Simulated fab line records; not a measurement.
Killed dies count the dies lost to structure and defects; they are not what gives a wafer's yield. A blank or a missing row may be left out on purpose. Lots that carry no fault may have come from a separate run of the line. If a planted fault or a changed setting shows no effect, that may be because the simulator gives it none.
fab line records    flow n5-finfet    part 1 of 2: steps 1 to 15 of 16
record: lots: 6  wafers: 18  last-day: 18
route steps=1938 shown BEOL_M0_SAQP@665 BEOL_M4@1111 PASSIVATION@1936
lots with no fault: from the same line, run without faults
start-h: hours from the record's first day to the start of the lot's first wafer shown    wait-h: hours elapsed since this lot's preceding step    " repeats the value in the row above    L1.1+2: a row that stands for several wafers    - no value, or no start was given    * or withheld: withheld    < > ~ a bound
route shown NAME@n: NAME is a module with steps in the file, n the number in the route of the first one    usual: mean/standard deviation taken from wafers without a fault    same: alike in all rows    chamber/n: place in a boat    sites: each site's reading    _std_site: standard deviation of those values    _edge_site: mean of outer sites minus mean of inner sites    radius-mm: how far each site lies from the wafer's centre    mask NAME#n: copy n    behind: the last tool/chamber to shape the wafer    hold: reason for holding the lot/hours on hold/outcome of the hold    device: the transistor (n, p or np) that didn't switch    end of line: tests run on the same wafers once the route is complete    a step with no rows: only its recipe    killed: dies lost to structure and defects at the first sort, not the wafer's yield    map: dies across one wafer; x = killed, . = not, _ = none there
set.NAME: setting as actually run; set.NAME@STEP: the setting as run at that earlier step    model.NAME: the simulator's own value behind a step, which no gauge read
lots at selected steps of the route; one table per step, one row per wafer
services: a tool's chamber out of use, with start hour (start-h, from the record's first day; less than 0 if before it), hours out, and reason
== steps ==
step: N5_BEOL_M0_SAQP_MANDREL1_REMOVE_100
recipe: chemistry: HBr/Cl2/O2  bt-time-s: 10  target: a-Si  stop-on: SiNx  endpoint: OES-SiCl  over-etch-frac: 0.85  icp-w: 600  bias-w: 30  HBr_flow_sccm: 150  Cl2_flow_sccm: 80  O2_flow_sccm: 5  pressure-mtorr: 10
step: N5_BEOL_M0_SAQP_CD_MEAS_25
recipe: target-cd-nm: 13.1  landing-energy-ev: 1000  detector: se-inlens
usual: cd-nm: 12.77/0.27
lot.wafer  tool       chamber  start-h  wait-h  cd-nm
L170.2     cd-sem-02  0        156.78   0.1     12.38
L170.3     "          0        "        "       12.69
L170.4     "          0        "        "       12.81
L171.2     cd-sem-03  0        163.95   0.1     12.92
L171.3     "          0        "        "       12.64
L171.4     "          0        "        "       12.45
L178.2     cd-sem-02  0        207.85   0.1     12.60
L178.3     "          0        "        "       12.88
L178.5     "          0        "        "       12.55
L179.4     cd-sem-01  0        215.29   0.1     13.18
L179.5     "          0        "        "       12.88
L179.6     "          0        "        "       12.97
L184.3     cd-sem-02  0        241.14   0.1     12.86
L184.4     "          0        "        "       12.95
L184.6     "          0        "        "       13.14
L186.2     cd-sem-02  0        252.41   0.1     12.67
L186.4     "          0        "        "       13.20
L186.6     "          0        "        "       12.71
step: N5_BEOL_M0_SAQP_ETCH_101
recipe: chemistry: CH3F/O2  target: SiNx  mask-material: SiO2  target-depth-a: 299  time-s: 42.7  pressure-mtorr: 30  source-w: 395  bias-w: 73  Ar_flow_sccm: 150  CH3F_flow_sccm: 30  O2_flow_sccm: 20  ion-energy-ev: 120
step: N5_BEOL_M0_SAQP_ETCH_102
recipe: chemistry: CF4  target: SiO2  target-depth-a: 40  ion-energy-ev: 350  time-s: 4.4  pressure-mtorr: 10  icp-w: 800  bias-w: 400  cf4-flow-sccm: 80
step: N5_BEOL_M0_SAQP_MANDREL_ETCH_103
recipe: chemistry: HBr/Cl2  target: a-Si  target-depth-a: 450  bt-time-s: 10  stop-on: SiCN  mask-material: SiO2  over-etch-frac: 0.8  time-s: 27  pressure-mtorr: 10  icp-w: 800  bias-w: 75  HBr_flow_sccm: 150  Cl2_flow_sccm: 80  ends: end-point
step: N5_BEOL_M0_SAQP_RECESS_104
recipe: chemistry: HF/NH3  target: SiO2  target-depth-a: 180  afs-cycles: 3  temp-c: 30  sublimation-temp-c: 180  sublimation-time-s: 60
usual: drypump-motor-current-A: 6.13/0.24
lot.wafer  tool           chamber  start-h  wait-h  drypump-motor-current-A
L170.2     vapor-etch-01  1        157.11   0.1     5.88
L170.3     "              0        "        "       5.91
L170.4     "              1        "        "       5.87
L171.2     vapor-etch-02  1        164.21   0.1     6.30
L171.3     "              1        "        "       6.30
L171.4     "              0        "        "       6.44
L178.2     vapor-etch-01  1        208.12   0.1     5.88
L178.3     "              1        "        "       5.87
L178.5     "              0        "        "       5.91
L179.4     vapor-etch-02  1        215.74   0.2     6.28
L179.5     "              0        "        "       6.48
L179.6     "              1        "        "       6.31
L184.3     vapor-etch-02  1        241.51   0.2     6.30
L184.4     "              0        "        "       6.44
L184.6     "              0        "        "       6.44
L186.2     vapor-etch-01  0        252.67   0.1     5.90
L186.4     "              0        "        "       5.89
L186.6     "              1        "        "       5.90
step: N5_BEOL_M0_SAQP_COAT_105
recipe: resist: SOC  temp-c: 250  time-s: 60  spin-rpm: 1500  resist-thk-nm: 100
step: N5_BEOL_M0_SAQP_ETCH_106
recipe: chemistry: N2/H2  target: SOC  target-depth-a: 1500  stop-on: SiNx  ion-energy-ev: 100  bias-w: 61  pressure-mtorr: 30  source-w: 850  n2-flow-sccm: 200  h2-flow-sccm: 200
usual: drypump-motor-current-A: 5.6/0.4  oes-product-au: 0.75/0.077  rf-vpp-V: 240.5/1.2  showerhead-plenum-p-Torr: 2.53/0.082  throttle-valve-pct: 18.0/0.32
lot.wafer  tool         chamber  start-h  wait-h  drypump-motor-current-A  oes-product-au  rf-hours-counter-h  rf-vpp-V  showerhead-plenum-p-Torr  throttle-valve-pct
L170.2     rie-diel-01  2        157.56   -       6.1                      0.74            148                 243.8     2.65                      17.6
L170.3     "            3        "        "       6.1                      0.72            191                 238.1     2.41                      18.3
L170.4     "            1        "        "       5.3                      0.75            148                 239.7     2.44                      18.1
L171.2     rie-diel-02  3        164.67   -       5.3                      0.82            78                  242.9     2.55                      17.5
L171.3     "            3        "        "       5.4                      0.81            -                   240.4     2.55                      17.5
L171.4     "            2        "        "       5.9                      0.72            -                   241.1     2.54                      17.8
L178.2     rie-diel-03  2        208.57   -       5.8                      0.99            4                   241.2     2.48                      17.9
L178.3     "            1        "        "       5.1                      0.66            236                 240.8     2.52                      18.4
L178.5     "            3        "        "       5.2                      0.72            -                   240.1     2.43                      17.9
L179.4     rie-diel-03  0        216.10   -       5.4                      0.72            199                 241.5     2.65                      18.2
L179.5     "            2        "        "       5.9                      0.97            -                   240.3     2.48                      17.9
L179.6     "            3        "        "       5.2                      0.72            -                   239.6     2.43                      17.9
L184.3     rie-diel-03  0        241.84   -       5.4                      0.71            209                 241.9     2.65                      18.3
L184.4     "            1        "        "       5.1                      0.65            249                 240.5     2.51                      18.4
L184.6     "            1        "        "       5.1                      0.65            -                   241.7     2.51                      18.4
L186.2     rie-diel-01  1        253.12   -       5.3                      0.73            176                 238.7     2.43                      18.1
L186.4     "            2        "        "       6.1                      0.72            180                 242.9     2.64                      17.6
L186.6     "            0        "        "       6.4                      0.73            -                   239.4     2.51                      17.6
step: N5_BEOL_M0_SAQP_ETCH_107
recipe: chemistry: CH3F/O2  target: SiNx  target-depth-a: 300  mask-material: SOC  pressure-mtorr: 30  source-w: 395  bias-w: 73  Ar_flow_sccm: 150  CH3F_flow_sccm: 30  O2_flow_sccm: 20  ion-energy-ev: 120
step: N5_BEOL_M0_SAQP_STRIP_108
recipe: chemistry: N2/H2  power-w: 500  temp-c: 40  pressure-mtorr: 50  rf-frequency-hz: 6e+07  overash-fraction: 0.3  bias-power-w: 28  h2-frac: 0.5  n2-flow-sccm: 300  h2-flow-sccm: 300
usual: drypump-motor-current-A: 5.6/0.4  oes-product-au: 0.76/0.079  rf-vpp-V: 121.7/1  showerhead-plenum-p-Torr: 3.34/0.1  throttle-valve-pct: 19.1/0.44
lot.wafer  tool         chamber  start-h  wait-h  drypump-motor-current-A  oes-product-au  rf-hours-counter-h  rf-vpp-V  showerhead-plenum-p-Torr  throttle-valve-pct
L170.2     rie-diel-01  2        157.66   0.0     6.2                      0.75            148                 122.2     3.50                      18.7
L170.3     "            3        "        "       6.1                      0.72            191                 121.0     3.19                      19.5
L170.4     "            1        "        "       5.3                      0.75            148                 120.8     3.23                      19.4
L171.2     rie-diel-02  3        164.82   0.0     5.4                      0.82            78                  121.3     3.37                      18.4
L171.3     "            3        "        "       5.4                      0.82            -                   122.3     3.37                      18.4
L171.4     "            2        "        "       5.9                      0.76            -                   121.5     3.36                      18.9
L178.2     rie-diel-03  2        208.67   0.0     5.8                      0.99            4                   121.1     3.28                      19.5
L178.3     "            1        "        "       5.1                      0.66            236                 122.4     3.33                      19.7
L178.5     "            3        "        "       5.2                      0.74            -                   119.7     3.21                      18.9
L179.4     rie-diel-03  0        216.20   0.0     5.4                      0.72            199                 122.5     3.50                      19.3
L179.5     "            2        "        "       5.9                      0.98            -                   121.1     3.28                      19.5
L179.6     "            3        "        "       5.2                      0.75            -                   121.1     3.21                      18.9
L184.3     rie-diel-03  0        241.94   0.0     5.4                      0.72            209                 122.0     3.49                      19.3
L184.4     "            1        "        "       5.1                      0.65            249                 123.6     3.32                      19.7
L184.6     "            1        "        "       5.1                      0.65            -                   120.9     3.32                      19.7
L186.2     rie-diel-01  1        253.22   0.0     5.3                      0.75            176                 120.8     3.21                      19.5
L186.4     "            2        "        "       6.1                      0.73            180                 123.7     3.48                      18.8
L186.6     "            0        "        "       6.4                      0.71            -                   122.8     3.31                      18.6
step: N5_BEOL_M0_SAQP_RECESS_109
recipe: chemistry: HF/NH3  target: SiO2  target-depth-a: 30  afs-cycles: 1  temp-c: 30  sublimation-temp-c: 180  sublimation-time-s: 60
usual: drypump-motor-current-A: 6.15/0.24
lot.wafer  tool           chamber  start-h  wait-h  drypump-motor-current-A
L170.2     vapor-etch-01  0        157.72   0.0     5.92
L170.3     "              1        "        "       5.88
L170.4     "              0        "        "       5.94
L171.2     vapor-etch-01  1        164.91   0.1     5.88
L171.3     "              1        "        "       5.89
L171.4     "              0        "        "       5.90
L178.2     vapor-etch-01  0        208.73   0.0     5.93
L178.3     "              1        "        "       5.89
L178.5     "              1        "        "       5.88
L179.4     vapor-etch-01  1        216.30   0.1     5.87
L179.5     "              1        "        "       5.87
L179.6     "              0        "        "       5.93
L184.3     vapor-etch-01  0        242.04   0.1     5.92
L184.4     "              1        "        "       5.89
L184.6     "              0        "        "       5.93
L186.2     vapor-etch-02  0        253.28   0.0     6.43
L186.4     "              1        "        "       6.24
L186.6     "              1        "        "       6.28
step: N5_BEOL_M0_SAQP_SPACER2_ALD_26
recipe: material: SiO2  target-thk-a: 150  temp-c: 300  ald-precursor-family: BDEAS  ald-co-reactant: O2-plasma  pulse-time-s: 1  purge-time-s: 2  co-reactant-purge-time-s: 2  pressure-torr: 2
usual: heater-power-w: 474/46  precursor-pulse-height-rel: 1.002/0.022
same: purge-time-s: 2
lot.wafer  tool        chamber  start-h  wait-h  heater-power-w  precursor-pulse-height-rel
L170.2     ald-sin-03  3        157.86   0.1     481             1.030
L170.3     "           2        "        "       402             1.062
L170.4     "           1        "        "       536             1.005
L171.2     ald-sin-02  0        165.06   0.1     508             1.049
L171.3     "           2        "        "       493             1.005
L171.4     "           3        "        "       506             1.047
L178.2     ald-sin-02  1        210.18   1.4     431             0.989
L178.3     "           3        "        "       499             0.973
L178.5     "           0        "        "       501             0.990
L179.4     ald-sin-04  1        216.40   0.1     475             0.939
L179.5     "           3        "        "       481             1.000
L179.6     "           2        "        "       387             0.986
L184.3     ald-sin-04  2        242.14   0.1     389             1.032
L184.4     "           3        "        "       484             1.023
L184.6     "           1        "        "       489             0.994
L186.2     ald-sin-02  0        253.42   0.1     505             1.044
L186.4     "           1        "        "       441             0.986
L186.6     "           3        "        "       504             1.013
step: N5_BEOL_M0_SAQP_SPACER2_ETCHBACK_27
recipe: chemistry: CHF3/O2  mode: anisotropic-etchback  target: SiO2  target-depth-a: 225  time-s: 11.25  pressure-mtorr: 30  source-w: 650  bias-w: 170  Ar_flow_sccm: 200  CHF3_flow_sccm: 50  O2_flow_sccm: 5  ion-energy-ev: 200
usual: CHF3_flow_sccm: 50.01/0.15  O2_flow_sccm: 4.999/0.015  drypump-motor-current-A: 5.7/0.41  oes_f_703_au: 0.76/0.063  oes-product-au: 0.76/0.069  rf-vpp-V: 524/12  showerhead-plenum-p-Torr: 2.39/0.073  throttle-valve-pct: 18.98/0.26
lot.wafer  tool         chamber  start-h  wait-h  CHF3_flow_sccm  O2_flow_sccm  drypump-motor-current-A  oes_f_703_au  oes-product-au  rf-hours-counter-h  rf-vpp-V  showerhead-plenum-p-Torr  throttle-valve-pct  model.a-Si_of_BEOL_M0_SAQP_PECVD_96.thk-nm
L170.2     rie-diel-01  1        158.41   0.3     50.11           5.015         5.3                      0.76          0.75            149                 545       2.29                      18.96               42.2
L170.3     "            3        "        "       50.08           5.003         6.1                      0.78          0.73            192                 509       2.29                      19.38               42.2
L170.4     "            2        "        "       50.09           5.026         6.1                      0.75          0.74            149                 528       2.49                      18.60               42.6
L171.2     rie-diel-02  3        165.68   0.4     49.97           4.985         5.4                      0.81          0.83            79                  530       2.45                      18.78               43
L171.3     "            2        "        "       50.21           5.029         5.9                      0.72          0.74            -                   521       2.42                      19.00               42.6
L171.4     "            3        "        "       50.19           4.972         5.4                      0.81          0.83            -                   533       2.45                      18.77               41.8
L178.2     rie-diel-02  2        210.73   0.3     -               -             -                        -             -               -                   -         -                         -                   44.8
L178.3     "            3        "        "       -               -             -                        -             -               -                   -         -                         -                   44.8
L178.5     "            2        "        "       -               -             -                        -             -               -                   -         -                         -                   46
L179.4     rie-diel-01  1        216.95   0.3     -               -             -                        -             -               -                   -         -                         -                   45.6
L179.5     "            1        "        "       -               -             -                        -             -               -                   -         -                         -                   44.8
L179.6     "            2        "        "       -               -             -                        -             -               -                   -         -                         -                   45.8
L184.3     rie-diel-02  3        242.71   0.3     50.06           4.988         5.3                      0.80          0.81            93                  532       2.44                      18.82               43.2
L184.4     "            0        "        "       50.03           5.013         5.6                      0.89          0.93            14                  527       2.48                      18.59               43.6
L184.6     "            3        "        "       50.00           5.022         5.3                      0.79          0.82            -                   533       2.44                      18.79               42
L186.2     rie-diel-03  3        253.97   0.3     49.80           4.992         5.2                      0.72          0.72            173                 503       2.31                      19.12               42
L186.4     "            0        "        "       50.11           5.002         5.4                      0.72          0.72            -                   530       2.48                      19.22               44.4
L186.6     "            3        "        "       49.86           5.002         5.2                      0.72          0.73            -                   501       2.31                      19.11               42.8
step: N5_BEOL_M0_SAQP_MANDREL2_REMOVE_110
recipe: chemistry: HBr/Cl2/O2  bt-time-s: 10  target: a-Si  stop-on: SiCN  endpoint: OES-SiCl  over-etch-frac: 1  icp-w: 600  bias-w: 30  HBr_flow_sccm: 150  Cl2_flow_sccm: 80  O2_flow_sccm: 5  pressure-mtorr: 10
step: N5_BEOL_M4_RC_MEAS_101
usual: DIBL_N: 35.3/2.5  DIBL_P: 35/3.3  IOFF_N: 0.15/0.049  IOFF_P: 0.20/0.056  ION_N: 673/16  ION_P: 462/10  SS_N: 71.2/0.85  SS_P: 73.0/0.97  VT_N: 252/4.9  VT_P: -251/5
lot.wafer  tool       chamber  start-h  wait-h  DIBL_N[mV/V]  DIBL_P[mV/V]  IOFF_N[nA/um]  IOFF_P[nA/um]  ION_N[uA/um]  ION_P[uA/um]  SS_N[mV/dec]  SS_P[mV/dec]  VT_N[mV]  VT_P[mV]
L170.2     prober-02  0        219.89   0.2     41.6          42            0.29           0.34           699           473           73.3          75.0          243       -243
L170.3     "          0        "        "       34.4          34            0.13           0.19           678           470           71.4          73.4          250       -250
L170.4     "          0        "        "       35.1          33            0.14           0.18           662           457           71.9          71.6          251       -252
L171.2     prober-02  0        224.65   0.2     36.2          34            0.15           0.17           669           452           71.9          72.9          252       -255
L171.3     "          0        "        "       41.0          42            0.26           0.29           698           470           72.6          74.8          242       -246
L171.4     "          0        "        "       36.0          36            0.16           0.21           685           467           71.4          73.9          249       -250
L184.3     prober-02  0        312.68   0.3     33.6          31            0.09           0.12           655           450           69.8          71.7          261       -259
L184.4     "          0        "        "       36.0          34            0.11           0.15           661           451           70.6          73.6          257       -259
L184.6     "          0        "        "       33.1          30            0.08           0.11           645           448           70.3          71.6          259       -262
L186.2     prober-02  0        318.61   0.2     34.5          33            0.11           0.15           668           456           71.7          73.3          257       -261
L186.4     "          0        "        "       33.6          31            0.10           0.13           652           442           71.3          72.7          259       -260
L186.6     "          0        "        "       37.2          36            0.15           0.19           680           458           72.1          74.1          254       -255
== key ==
first-sign: step: N5_BEOL_M0_SAQP_SPACER2_ETCHBACK_27  reading: tool-record  direction: missing
effect: step: N5_PASSIVATION_PROBE_49  reading: killed_at_M0_to_M3  direction: up  sigmas: 99+  usual: 33  struck: 1118
model-effect: step: N5_BEOL_M0_SAQP_SPACER2_ETCHBACK_27  value: a-Si_of_BEOL_M0_SAQP_PECVD_96.thk-nm  without: 43.9  struck: 45.3
more-kills-born-at: N5_BEOL_M0_SAQP_SPACER2_ETCHBACK_27@rie-diel-02: 3264  N5_BEOL_M0_SAQP_SPACER2_ETCHBACK_27@rie-diel-01: 3228
met-at N5_BEOL_M0_SAQP_SPACER2_ETCHBACK_27
struck-wafers L178.2,L178.3,L178.5,L179.4,L179.5,L179.6
later-rows-left-out L178.2,L178.3,L178.5,L179.4,L179.5,L179.6
onset-between 165.68 210.73
fault: kind: skipped-step-whole  tool: rie-diel-01,rie-diel-02  chamber: -  onset-h: 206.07  steps: N5_BEOL_M0_SAQP_SPACER2_ETCHBACK_27  scope: struck-lots-only
later-rows-left-out: the simulator's readings of these wafers behind a module that went badly wrong aren't trusted and aren't shown, but for the sort
